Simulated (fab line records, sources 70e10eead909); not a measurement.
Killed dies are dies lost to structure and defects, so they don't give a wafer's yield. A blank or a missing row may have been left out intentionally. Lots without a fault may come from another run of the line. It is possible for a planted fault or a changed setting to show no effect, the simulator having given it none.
fab line records	flow nandHarc
record lots=12	wafers=36	lastDay=24
route steps=1159 shown P_BONDPAD@374 A_ZERO_WELL@404 A_ONON_D1@438 END@1159
lots with no fault: from the same line, run without faults
startH: hours from the record's opening day to when the first of the lot's shown wafers began	waitH: how many hours have passed since the lot's step before this one	" the same as in the row above	L1.1+2: one row covering several wafers at once	- either no value or no given start	* or withheld: withheld	< > ~ a bound
route shown NAME@n: NAME is a module with steps in the file, n the number in the route of the first one	usual: mean/standard deviation of fault-free wafers	same: alike in all rows	chamber/n: place in a boat	sites: per-site readings	_std_site: the standard deviation of these	_edge_site: the outer-site mean with the inner-site mean subtracted	radiusMm: for every site, how far away it sits from the centre of the wafer	mask NAME#n: copy n	behind: tool/chamber where the wafer was last shaped	hold: why the lot went on hold/how many hours it stayed there/how the hold came to an end	device: the n, p or np transistor that did not switch	end of line: tests run on the same wafers once the route is complete	where a step has no rows: the recipe by itself	killed: dies that structure and defects cost at the first sort, which is not the same as the wafer's yield	map: a wafer's dies, marking killed ones x, the rest . and places with no die _
set.NAME: the setting as run; set.NAME@STEP: as run at that earlier step	model.NAME: the simulator's own value behind a step, which no gauge read
route steps across a sampled set of lots; one table per step, one row per wafer
services: a tool's chamber out of use, with start hour (startH, from the record's first day; less than 0 if before it), hours out, and reason
## steps
# step NHARC_P_BONDPAD_DEGAS_25
# recipe tempC=300	timeS=60
# usual heaterPowerW=491/57
lot.wafer	tool	chamber	startH	waitH	heaterPowerW
L603.4	pvdSputter-01	-	142.19	-	467
L603.1	"	-	"	"	497
L603.6	"	-	"	"	507
L606.2	pvdSputter-02	-	153.63	-	553
L606.5	"	-	"	"	538
L606.6	"	-	"	"	546
L609.2	pvdSputter-03	-	168.97	-	504
L609.1	"	-	"	"	441
L609.5	"	-	"	"	610
L608.3	pvdSputter-02	-	170.19	-	500
L608.2	"	-	"	"	521
L608.5	"	-	"	"	503
L610.2	pvdSputter-01	-	176.89	-	473
L610.1	"	-	"	"	446
L610.4	"	-	"	"	506
L612.3	pvdSputter-03	-	185.55	-	607
L612.4	"	-	"	"	494
L612.6	"	-	"	"	588
L615.3	pvdSputter-03	-	205.96	-	437
L615.1	"	-	"	"	505
L615.5	"	-	"	"	609
L614.2	pvdSputter-03	-	207.29	-	501
L614.4	"	-	"	"	605
L614.1	"	-	"	"	440
L619.2	pvdSputter-01	-	236.89	-	489
L619.3	"	-	"	"	488
L619.6	"	-	"	"	496
L621.2	pvdSputter-01	-	246.39	-	468
L621.5	"	-	"	"	442
L621.6	"	-	"	"	501
L624.4	pvdSputter-02	-	260.43	-	389
L624.1	"	-	"	"	507
L624.3	"	-	"	"	515
L625.4	pvdSputter-01	-	269.10	-	446
L625.5	"	-	"	"	443
L625.6	"	-	"	"	509
# step NHARC_P_BONDPAD_THK_MEAS_20
# recipe thkMeasGauge=xrf
# usual thkNm=161.0/1.4
lot.wafer	tool	chamber	startH	waitH	thkNm
L603.1	filmMetro-01	-	143.58	-	161.5
L603.4	"	-	"	"	160.4
L603.6	"	-	"	"	159.0
L606.2	filmMetro-02	-	155.04	-	160.5
L606.5	"	-	"	"	161.0
L606.6	"	-	"	"	160.1
L609.1	filmMetro-02	-	170.37	-	162.3
L609.2	"	-	"	"	161.8
L609.5	"	-	"	"	161.3
L608.2	filmMetro-02	-	171.62	-	160.4
L608.3	"	-	"	"	161.1
L608.5	"	-	"	"	161.9
L610.1	filmMetro-01	-	178.33	-	161.6
L610.2	"	-	"	"	162.6
L610.4	"	-	"	"	161.4
L612.3	filmMetro-02	-	187.03	-	160.9
L612.4	"	-	"	"	161.4
L612.6	"	-	"	"	161.1
L615.1	filmMetro-02	-	207.40	-	160.5
L615.3	"	-	"	"	160.6
L615.5	"	-	"	"	159.4
L614.1	filmMetro-01	-	208.70	-	160.7
L614.2	"	-	"	"	161.1
L614.4	"	-	"	"	163.5
L619.2	filmMetro-02	-	238.31	-	161.5
L619.3	"	-	"	"	161.5
L619.6	"	-	"	"	159.5
L621.2	filmMetro-01	-	247.80	-	159.7
L621.5	"	-	"	"	160.5
L621.6	"	-	"	"	160.4
L624.1	filmMetro-01	-	261.84	-	162.1
L624.3	"	-	"	"	161.0
L624.4	"	-	"	"	159.0
L625.4	filmMetro-01	-	270.54	-	162.7
L625.5	"	-	"	"	163.4
L625.6	"	-	"	"	162.5
# step NHARC_A_ZERO_WELL_ETCH_19
# recipe targetDepthA=800	overetchA=240	timeS=87.88	ionEnergyEv=200	n2FlowSccm=150	h2FlowSccm=150	arFlowSccm=0	rfW=400	biasW=150	chemistry=N2/H2
# usual biasW=150.1/0.42	drypumpMotorCurrentA=5.80/0.27	mfcArSccm=0.013/0.011	n2FlowSccm=150.0/0.46	oesProductAu=0.994/0.011	rfVppV=431.8/2.7	showerheadPlenumPTorr=2.08/0.094	throttleValvePct=14.171/0.0097
lot.wafer	tool	chamber	startH	waitH	biasW	drypumpMotorCurrentA	mfcArSccm	n2FlowSccm	oesProductAu	rfHoursCounterH	rfVppV	showerheadPlenumPTorr	throttleValvePct
L603.1	rieDiel-05	3	145.37	0.1	150.7	5.68	0.030	150.2	0.988	11	434.5	2.14	14.157
L603.4	"	1	"	"	150.0	5.50	0.016	149.2	0.998	12	425.2	1.92	14.176
L603.6	"	2	"	"	150.4	6.16	0	150.5	1.005	-	430.0	2.00	14.165
L606.2	rieDiel-01	0	156.84	0.1	150.2	5.64	0.021	149.9	0.992	1	430.8	2.09	14.178
L606.5	"	2	"	"	149.9	5.88	0.019	148.9	0.981	-	431.7	2.15	14.169
L606.6	"	3	"	"	149.9	5.14	0.027	150.0	0.988	-	433.8	2.15	14.156
L609.1	rieDiel-13	1	172.12	0.1	149.7	5.69	0	150.5	0.991	8	433.3	2.17	14.169
L609.2	"	0	"	"	150.3	5.66	0	149.9	1.005	8	429.3	1.99	14.162
L609.5	"	2	"	"	149.8	5.73	0.005	149.8	0.994	-	429.6	2.03	14.153
L608.2	rieDiel-05	0	173.44	0.1	150.2	6.16	0.021	150.5	1.005	0	434.9	2.18	14.183
L608.3	"	3	"	"	150.3	5.69	0.030	150.7	0.971	0	434.3	2.14	14.167
L608.5	"	1	"	"	149.5	5.51	0.016	150.0	0.997	-	427.0	1.92	14.164
L610.2	rieDiel-05	0	180.20	0.1	149.8	6.19	0.021	150.1	1.001	1	435.6	2.18	14.170
L610.1	"	1	"	"	149.9	5.52	0.016	150.2	0.995	1	427.4	1.92	14.166
L610.4	"	1	"	"	150.2	5.49	0.016	150.1	0.996	-	426.6	1.92	14.162
L612.4	rieDiel-05	1	188.79	0.1	150.2	5.50	0.016	150.4	1.003	1	428.3	1.92	14.178
L612.3	"	3	"	"	150.1	5.67	0.030	150.3	0.983	0	432.0	2.14	14.171
L612.6	"	0	"	"	150.5	6.15	0.021	150.0	1.007	-	435.2	2.18	14.171
L615.3	rieDiel-05	1	209.18	0.1	149.4	5.53	0.016	149.7	0.998	2	428.7	1.92	14.161
L615.1	"	3	"	"	150.0	5.70	0.030	149.4	0.972	1	434.9	2.14	14.174
L615.5	"	1	"	"	149.7	5.53	0.016	149.5	1.001	-	426.8	1.92	14.157
L614.4	rieDiel-13	1	210.46	0.1	150.1	5.72	0	150.4	0.986	11	434.1	2.17	14.163
L614.2	"	2	"	"	150.0	5.70	0.005	149.9	0.979	11	430.8	2.03	14.187
L614.1	"	0	"	"	149.3	5.65	0	150.7	1.005	11	427.6	1.99	14.170
L619.3	rieDiel-13	1	240.16	0.1	149.5	5.69	0	149.2	0.995	14	434.2	2.17	14.179
L619.2	"	3	"	"	149.9	6.18	0.009	150.6	0.992	12	435.2	2.20	14.160
L619.6	"	1	"	"	150.1	5.73	0	149.5	0.992	-	433.6	2.17	14.176
L621.2	rieDiel-13	0	249.55	0.1	150.6	5.66	0	150.5	1.003	14	428.8	1.99	14.185
L621.5	"	3	"	"	149.9	6.18	0.009	150.2	1.007	-	435.8	2.20	14.176
L621.6	"	0	"	"	150.7	5.65	0	149.8	1.013	-	429.3	1.99	14.180
L624.1	rieDiel-05	2	263.51	0.1	149.9	6.15	0	149.3	1.018	6	428.5	2.00	14.165
L624.4	"	3	"	"	150.3	5.70	0.030	149.3	0.977	5	432.2	2.14	14.164
L624.3	"	0	"	"	149.9	6.18	0.021	149.8	0.997	6	433.1	2.18	14.180
L625.4	rieDiel-01	1	272.30	0.1	150.5	5.80	0.017	150.6	0.987	9	432.7	2.15	14.178
L625.6	"	1	"	"	150.5	5.80	0.017	150.0	0.985	-	433.8	2.15	14.180
L625.5	"	2	"	"	150.9	5.88	0.019	150.4	0.981	-	434.0	2.14	14.194
# step NHARC_A_ONON_D1_DEP_19
# recipe targetThkA=10000	n2FlowSccm=2750	n2oFlowSccm=2000	nh3FlowSccm=500	sih4FlowSccm=210	tempC=400
# usual n2FlowSccm=2750/7.7	nh3FlowSccm=500.2/1.4
lot.wafer	tool	chamber	startH	waitH	n2FlowSccm	nh3FlowSccm
L603.1	pecvdOnon-03	0	178.36	0.1	2745	502.8
L603.4	"	0	"	"	2751	502.1
L603.6	"	0	"	"	2752	500.6
L606.2	pecvdOnon-03	0	189.76	0.1	2757	500.2
L606.5	"	0	"	"	2736	501.7
L606.6	"	0	"	"	2768	501.2
L609.1	pecvdOnon-04	0	207.01	0.1	2756	499.7
L609.2	"	0	"	"	2755	499.4
L609.5	"	0	"	"	2751	501.0
L608.2	pecvdOnon-03	0	207.07	0.1	2740	500.5
L608.3	"	0	"	"	2742	499.0
L608.5	"	0	"	"	2749	499.1
L610.1	pecvdOnon-03	0	213.80	0.1	2751	499.1
L610.2	"	0	"	"	2753	499.7
L610.4	"	0	"	"	2740	500.5
L612.3	pecvdOnon-03	0	223.38	0.2	2740	499.4
L612.4	"	0	"	"	2748	498.3
L612.6	"	0	"	"	2744	497.3
L614.1	pecvdOnon-03	0	241.03	0.1	2754	499.6
L614.2	"	0	"	"	2759	499.0
L614.4	"	0	"	"	2749	499.2
L615.1	pecvdOnon-02	0	241.03	0.1	2740	499.7
L615.3	"	0	"	"	2752	500.1
L615.5	"	0	"	"	2750	497.1
L619.2	pecvdOnon-02	0	272.72	0.2	2766	502.0
L619.3	"	0	"	"	2755	501.5
L619.6	"	0	"	"	2749	501.0
L621.2	pecvdOnon-02	0	280.59	0.1	2748	499.0
L621.5	"	0	"	"	2737	499.8
L621.6	"	0	"	"	2747	498.6
L624.1	pecvdOnon-03	0	294.63	0.1	2764	499.3
L624.3	"	0	"	"	2762	499.4
L624.4	"	0	"	"	2756	499.6
L625.4	pecvdOnon-03	0	305.90	0.2	2741	499.6
L625.5	"	0	"	"	2749	500.7
L625.6	"	0	"	"	2753	500.2
# step NHARC_A_ONON_D1_THK_MEAS_21
# recipe thkMeasGauge=ellipsometry
# usual thkNm=1001/9
lot.wafer	tool	chamber	startH	waitH	thkNm
L603.1	filmMetro-01	-	178.88	-	998
L603.4	"	-	"	"	998
L603.6	"	-	"	"	998
L606.2	filmMetro-01	-	190.21	-	1005
L606.5	"	-	"	"	1004
L606.6	"	-	"	"	1007
L608.2	filmMetro-02	-	207.52	-	999
L608.3	"	-	"	"	1001
L608.5	"	-	"	"	998
L609.1	filmMetro-01	-	207.52	-	1008
L609.2	"	-	"	"	1009
L609.5	"	-	"	"	1006
L610.1	filmMetro-01	-	214.31	-	985
L610.2	"	-	"	"	984
L610.4	"	-	"	"	984
L612.3	filmMetro-01	-	223.77	-	573
L612.4	"	-	"	"	573
L612.6	"	-	"	"	573
L615.1	filmMetro-01	-	241.54	-	1023
L615.3	"	-	"	"	1021
L615.5	"	-	"	"	1021
L614.1	filmMetro-02	-	241.55	-	582
L614.2	"	-	"	"	582
L614.4	"	-	"	"	580
L619.2	filmMetro-01	-	273.17	-	1011
L619.3	"	-	"	"	1014
L619.6	"	-	"	"	1013
L621.2	filmMetro-02	-	281.05	-	1008
L621.5	"	-	"	"	1011
L621.6	"	-	"	"	1013
L624.1	filmMetro-01	-	295.14	-	1006
L624.3	"	-	"	"	1007
L624.4	"	-	"	"	1007
L625.4	filmMetro-02	-	306.24	-	1000
L625.5	"	-	"	"	999
L625.6	"	-	"	"	998
# step NHARC_END_SORT_01
# recipe tempC=25
# usual killedAtArray=25/9.5	killedAtOther=0.8/1.2	killedAtPeriphery=3.4/2.2	killedDies=29/10	killedOpen=3.3/1.8	killedShort=2.1/1.4
# same grossDies=677
lot.wafer	tool	chamber	startH	waitH	killedAtArray	killedAtOther	killedAtPeriphery	killedDies	killedOpen	killedShort
L612.3	prober-02	0	504.82	3.1	675	1	1	677	2	0
L612.4	prober-02	0	505.61	3.4	674	0	3	677	3	2
L612.6	prober-02	0	507.20	4.0	675	0	2	677	4	3
L614.1	prober-01	0	510.82	2.5	675	0	2	677	0	4
L614.2	prober-01	0	511.62	2.8	672	0	5	677	1	5
L614.4	prober-01	0	513.22	3.4	671	0	6	677	6	0
# killed by level:class
L612.3 A_ONON_D1:areaDep=647 A_CHANNEL_HOLE_D1:chamberFilmFlake=17 A_SLIT:chamberFilmFlake=7 A_STAIRCASE:chamberFilmFlake=2 A_ONON_D1:geometricParticle:open=1 STARTING-WAFER:geometricParticle:open=1 P_ZERO_WELL:chamberFilmFlake=1 A_CONTACT:chamberFilmFlake=1
L612.4 A_ONON_D1:areaDep=636 A_SLIT:chamberFilmFlake=20 A_CHANNEL_HOLE_D1:chamberFilmFlake=11 A_ONON_D1:geometricParticle:short=2 A_CONTACT:chamberFilmFlake=2 P_CONTACT:geometricParticle:open=1 A_CONTACT:geometricParticle:open=1 A_M0:geometricParticle:open=1
L612.6 A_ONON_D1:areaDep=633 A_CHANNEL_HOLE_D1:chamberFilmFlake=20 A_SLIT:chamberFilmFlake=13 A_CONTACT:geometricParticle:short=2 A_WL_FILL:chamberFilmFlake=2 P_CONTACT:geometricParticle:open=1 A_CHANNEL_FILL_D1:geometricParticle:open=1 A_WL_FILL:geometricParticle:short=1
L614.1 A_ONON_D1:areaDep=655 A_CHANNEL_HOLE_D1:chamberFilmFlake=14 A_WL_FILL:chamberFilmFlake=2 A_ONON_D1:geometricParticle:short=1 A_SGD_CUT:geometricParticle:short=1 A_BLC:geometricParticle:short=1 A_M1:geometricParticle:short=1 P_STI:chamberFilmFlake=1
L614.2 A_ONON_D1:areaDep=643 A_CHANNEL_HOLE_D1:chamberFilmFlake=18 A_STAIRCASE:chamberFilmFlake=5 P_GATE:chamberFilmFlake=2 A_WL_FILL:chamberFilmFlake=2 P_STI:geometricParticle:short=1 P_GATE:geometricParticle:short=1 P_M2:geometricParticle:short=1
L614.4 A_ONON_D1:areaDep=640 A_CHANNEL_HOLE_D1:chamberFilmFlake=20 A_STAIRCASE:chamberFilmFlake=5 A_BLC:geometricParticle:open=2 A_M0:geometricParticle:open=2 P_GATE:chamberFilmFlake=2 A_CONTACT:chamberFilmFlake=2 P_CONTACT:geometricParticle:open=1
## services
tool	chamber	startH	hours	kind
rieDiel-01	-	137.82	9.0	pm
rieDiel-05	2	138.18	5.3	repair
pecvdOnon-03	-	153.41	13.0	pm
pvdSputter-01	-	158.02	10.0	pm
rieDiel-05	-	163.60	9.0	pm
rieDiel-01	-	167.47	4.0	repair
rieDiel-05	3	175.03	9.2	repair
rieDiel-01	1	191.65	5.2	repair
rieDiel-13	3	200.90	8.6	repair
rieDiel-01	0	209.98	2.7	repair
pvdSputter-02	-	210.87	8.0	repair
pvdSputter-02	-	218.88	10.0	pm
rieDiel-01	0	219.83	4.9	repair
rieDiel-01	2	246.50	4.1	repair
pvdSputter-03	-	249.30	1.1	repair
pvdSputter-02	-	252.39	4.0	repair
rieDiel-13	1	257.86	3.1	repair
pvdSputter-02	-	266.45	7.2	repair
rieDiel-13	-	276.00	9.0	pm
rieDiel-05	1	278.00	2.8	repair
rieDiel-01	1	278.19	12.0	repair
pvdSputter-03	-	280.00	10.0	pm
pecvdOnon-02	-	292.00	13.0	pm
rieDiel-01	1	301.79	2.6	repair
## key
firstSign step=NHARC_A_ONON_D1_THK_MEAS_21	reading=thkNm	direction=down	sigmas=47	usual=1001	struck=577
effect step=NHARC_END_SORT_01	reading=killedAtArray	direction=up	sigmas=68	usual=25	struck=674
moreKillsBornAt NHARC_A_ONON_D1_DEP_19@pecvdOnon-03=3854
metAt NHARC_A_ONON_D1_DEP_19
struckLots L612,L614
struckWafers L612.3,L612.4,L612.6,L614.1,L614.2,L614.4
laterRowsLeftOut L612.3,L612.4,L612.6,L614.1,L614.2,L614.4
testerLeftOut L612,L614
notActingAt NHARC_P_BONDPAD_DEGAS_25,NHARC_P_BONDPAD_THK_MEAS_20,NHARC_A_ZERO_WELL_ETCH_19
onsetBetween 213.80 223.38
fault kind=processParameterDrift	tool=pecvdOnon-03	chamber=0	onsetH=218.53	steps=NHARC_A_ONON_D1_DEP_19	channel=targetThkA	offset=*	shape=step	endH=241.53	actsIn=*	stated=*
# testerLeftOut: of these lots the tester's yield and bins aren't shown, on N5 and GAA mostly nor the transistor test; their killed dies are dies lost to structure and defects alone, not to doping, threshold or leakage, so they don't give the yield
# laterRowsLeftOut: the simulator's readings of these wafers behind a module that went badly wrong aren't trusted and aren't shown, but for the sort
